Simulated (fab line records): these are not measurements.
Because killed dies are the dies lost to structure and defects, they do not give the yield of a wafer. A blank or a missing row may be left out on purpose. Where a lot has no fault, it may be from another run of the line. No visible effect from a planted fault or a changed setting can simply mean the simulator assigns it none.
Which tool was responsible? + flow n5-finfet + 11 lots with 33 wafers sampled at 4 steps, on a route of 1938 steps

WHAT THE GAUGES SHOWED, per wafer
The record lacks any reading of a measuring or inspecting step that a usual standard deviation could be used to judge.

WHICH TOOL RAN EACH LOT (tool, then ch and the chambers of the sampled wafers, then the start)
| lot  | N5_BEOL_M9_TRENCH_ETCH_37                     | N5_BEOL_M9_DEGAS_44          | N5_BEOL_M9_CVD_78                | N5_BEOL_M9_CMP_52             |
|------|-----------------------------------------------|------------------------------|----------------------------------|-------------------------------|
| L633 | rie-diel-06 ch 1,3, day 9 19:51 or earlier    | pvd-sputter-02, day 9 19:51  | cvd-co-01 ch 0,1, day 9 20:23    | cmp-02 ch 1,2,3, day 9 21:14  |
| L632 | rie-diel-01 ch 0,2,3, day 9 20:07 or earlier  | pvd-sputter-02, day 9 20:07  | cvd-co-02 ch 0,2, day 9 20:38    | cmp-02 ch 1,2, day 9 21:41    |
| L634 | rie-diel-06 ch 0,1,3, day 10 03:10 or earlier | pvd-sputter-03, day 10 03:10 | cvd-co-01 ch 0,2, day 10 03:47   | cmp-04 ch 0,1,2, day 10 04:33 |
| L639 | rie-diel-03 ch 0,1,2, day 11 20:00 or earlier | pvd-sputter-03, day 11 20:00 | cvd-co-01 ch 1,2, day 11 20:47   | cmp-01 ch 0,1,3, day 11 23:04 |
| L640 | rie-diel-06 ch 1,2,3, day 11 20:04 or earlier | pvd-sputter-02, day 11 20:04 | cvd-co-02 ch 0,2, day 11 20:50   | cmp-02 ch 0,1,3, day 11 22:58 |
| L642 | rie-diel-03 ch 1,3, day 12 07:01 or earlier   | pvd-sputter-01, day 12 07:01 | cvd-co-01 ch 0,1,2, day 12 07:29 | cmp-01 ch 0,1,3, day 12 08:16 |
| L650 | rie-diel-06 ch 0,2,3, day 14 20:09 or earlier | pvd-sputter-03, day 14 20:09 | cvd-co-02 ch 0,1,2, day 14 21:00 | cmp-02 ch 0,1,3, day 14 21:50 |
| L653 | rie-diel-06 ch 1,3, day 15 10:28 or earlier   | pvd-sputter-02, day 15 10:28 | cvd-co-01 ch 0,1,2, day 15 11:34 | cmp-02 ch 0,1,2, day 15 12:50 |
| L652 | rie-diel-03 ch 0,1,3, day 15 20:32 or earlier | pvd-sputter-02, day 15 20:32 | cvd-co-02 ch 0,1, day 15 21:02   | cmp-04 ch 1,2,3, day 15 22:07 |
| L655 | rie-diel-01 ch 1,2,3, day 16 02:36 or earlier | pvd-sputter-02, day 16 02:36 | cvd-co-01 ch 1,2, day 16 03:13   | cmp-02 ch 0,1,3, day 16 03:54 |
| L654 | rie-diel-06 ch 1,2,3, day 16 11:52 or earlier | pvd-sputter-02, day 16 11:52 | cvd-co-01 ch 0,2, day 16 12:52   | cmp-04 ch 0,3, day 16 13:46   |
- N5_BEOL_M9_TRENCH_ETCH_37: etches SiCOH lowk in C4F6/O2, target depth 151.43 nm, time 49 s.
- N5_BEOL_M9_DEGAS_44: time 60 s.
- N5_BEOL_M9_CVD_78: deposits Co from CCTBA/H2, target thk 2 nm, time 138.9 s.
- N5_BEOL_M9_CMP_52: polishes, stops on SiCOH lowk, t overpolish 7 s, target thk 140 nm.

AS READ BY THE TOOLS THEMSELVES (means over the sampled wafers that have a number; for cases with no such wafer, the mark the record gives instead)
N5_BEOL_M9_TRENCH_ETCH_37.
| lot  | tool        | drypump-motor-current-A (A) | oes-product-au (a.u.) | rf-vpp-V (V) | showerhead-plenum-p-Torr (Torr) | throttle-valve-pct (%) |
|------|-------------|-----------------------------|-----------------------|--------------|---------------------------------|------------------------|
| L633 | rie-diel-06 | 5.3                         | 0.74                  | 661          | 2.86                            | 20.90                  |
| L632 | rie-diel-01 | 5.7                         | 0.76                  | 652          | 2.82                            | 21.14                  |
| L634 | rie-diel-06 | 5.7                         | 0.75                  | 671          | 2.84                            | 20.98                  |
| L639 | rie-diel-03 | 6.3                         | 0.92                  | 670          | 2.86                            | 20.67                  |
| L640 | rie-diel-06 | 5.3                         | 0.78                  | 673          | 2.85                            | 20.78                  |
| L642 | rie-diel-03 | 5.5                         | 0.75                  | 656          | 2.90                            | 20.97                  |
| L650 | rie-diel-06 | 5.7                         | 0.78                  | 681          | 2.81                            | 20.88                  |
| L653 | rie-diel-06 | 5.3                         | 0.90                  | 661          | 2.85                            | 20.71                  |
| L652 | rie-diel-03 | 5.9                         | 0.89                  | 666          | 2.88                            | 20.69                  |
| L655 | rie-diel-01 | 5.6                         | 0.70                  | 654          | 2.82                            | 21.06                  |
| L654 | rie-diel-06 | 5.3                         | 0.84                  | 672          | 2.84                            | 20.69                  |

N5_BEOL_M9_DEGAS_44.
| lot  | tool           | heater-power-w (W) |
|------|----------------|--------------------|
| L633 | pvd-sputter-02 | 371                |
| L632 | pvd-sputter-02 | 321                |
| L634 | pvd-sputter-03 | 325                |
| L639 | pvd-sputter-03 | 327                |
| L640 | pvd-sputter-02 | 346                |
| L642 | pvd-sputter-01 | 322                |
| L650 | pvd-sputter-03 | 336                |
| L653 | pvd-sputter-02 | 343                |
| L652 | pvd-sputter-02 | 320                |
| L655 | pvd-sputter-02 | 324                |
| L654 | pvd-sputter-02 | 319                |

N5_BEOL_M9_CVD_78.
| lot  | tool      | run-length-s (s) |
|------|-----------|------------------|
| L633 | cvd-co-01 | 161.2            |
| L632 | cvd-co-02 | 162.5            |
| L634 | cvd-co-01 | 161.2            |
| L639 | cvd-co-01 | 102.1            |
| L640 | cvd-co-02 | 162.3            |
| L642 | cvd-co-01 | 102.4            |
| L650 | cvd-co-02 | 162.0            |
| L653 | cvd-co-01 | 161.6            |
| L652 | cvd-co-02 | 161.8            |
| L655 | cvd-co-01 | 161.3            |
| L654 | cvd-co-01 | 161.3            |

N5_BEOL_M9_CMP_52.
| lot  | tool   | barrier-field-endpoint-s (s) | motor-current-A (A) | overpolish-run-s (s) | slurry-filter-dp-kPa (kPa) | time-to-endpoint-s (s) |
|------|--------|------------------------------|---------------------|----------------------|----------------------------|------------------------|
| L633 | cmp-02 | 28.3                         | 5.6                 | 7.006                | 13.45                      | 65                     |
| L632 | cmp-02 | 28.7                         | 5.5                 | 6.996                | 13.50                      | 64                     |
| L634 | cmp-04 | 29.0                         | 6.0                 | 6.999                | 13.39                      | 65                     |
| L639 | cmp-01 | 28.6                         | 6.3                 | 6.996                | 13.55                      | 63                     |
| L640 | cmp-02 | 28.1                         | 5.9                 | 7.009                | 13.57                      | 65                     |
| L642 | cmp-01 | 28.3                         | 6.2                 | 6.998                | 13.58                      | 64                     |
| L650 | cmp-02 | 28.7                         | 5.8                 | 6.996                | 13.43                      | 64                     |
| L653 | cmp-02 | 27.9                         | 5.6                 | 6.998                | 13.41                      | 62                     |
| L652 | cmp-04 | 28.9                         | 6.3                 | 7.000                | 13.53                      | 68                     |
| L655 | cmp-02 | 28.7                         | 5.9                 | 6.998                | 13.48                      | 66                     |
| L654 | cmp-04 | 29.1                         | 6.1                 | 7.004                | 13.44                      | 67                     |

THE ANSWER, worked out from the rows above alone
Rule: usual is defined by the lots themselves. Put in order of their means at a reading, lots are off if they are a third of the lots or fewer, leave a main group of 4 or more, and stand apart from it by a gap of 3 or more times the standard deviation of the main group's means; of several such gaps the widest counts. A main group is skipped when, at the precision printed for the reading in the tables above, its means are all equal. A lot without any number at a reading at which 4 lots or more have one is off too. Any other lot the step has rows for is counted as sound. First the gauges in route order, then the tools' own readings, where a lot's mean is used as printed above. The first step at which some lot is off is used, and at that step the reading that is off furthest; a lot without a number counts as furthest.
Off, at N5_BEOL_M9_CVD_78 on run-length-s: L639, L642. Mean 161.7 s and standard deviation 0.46 in the main group.
If a tool, at that step or one of the process steps before it, ran each lot that is off and ran no sound lot following the first of them, it fits. With no start given for some of its lots, N5_BEOL_M9_TRENCH_ETCH_37 uses the hours and lot order of N5_BEOL_M9_DEGAS_44. Not one of the candidates tried fits.

WHAT THE SIMULATOR HAD INSERTED
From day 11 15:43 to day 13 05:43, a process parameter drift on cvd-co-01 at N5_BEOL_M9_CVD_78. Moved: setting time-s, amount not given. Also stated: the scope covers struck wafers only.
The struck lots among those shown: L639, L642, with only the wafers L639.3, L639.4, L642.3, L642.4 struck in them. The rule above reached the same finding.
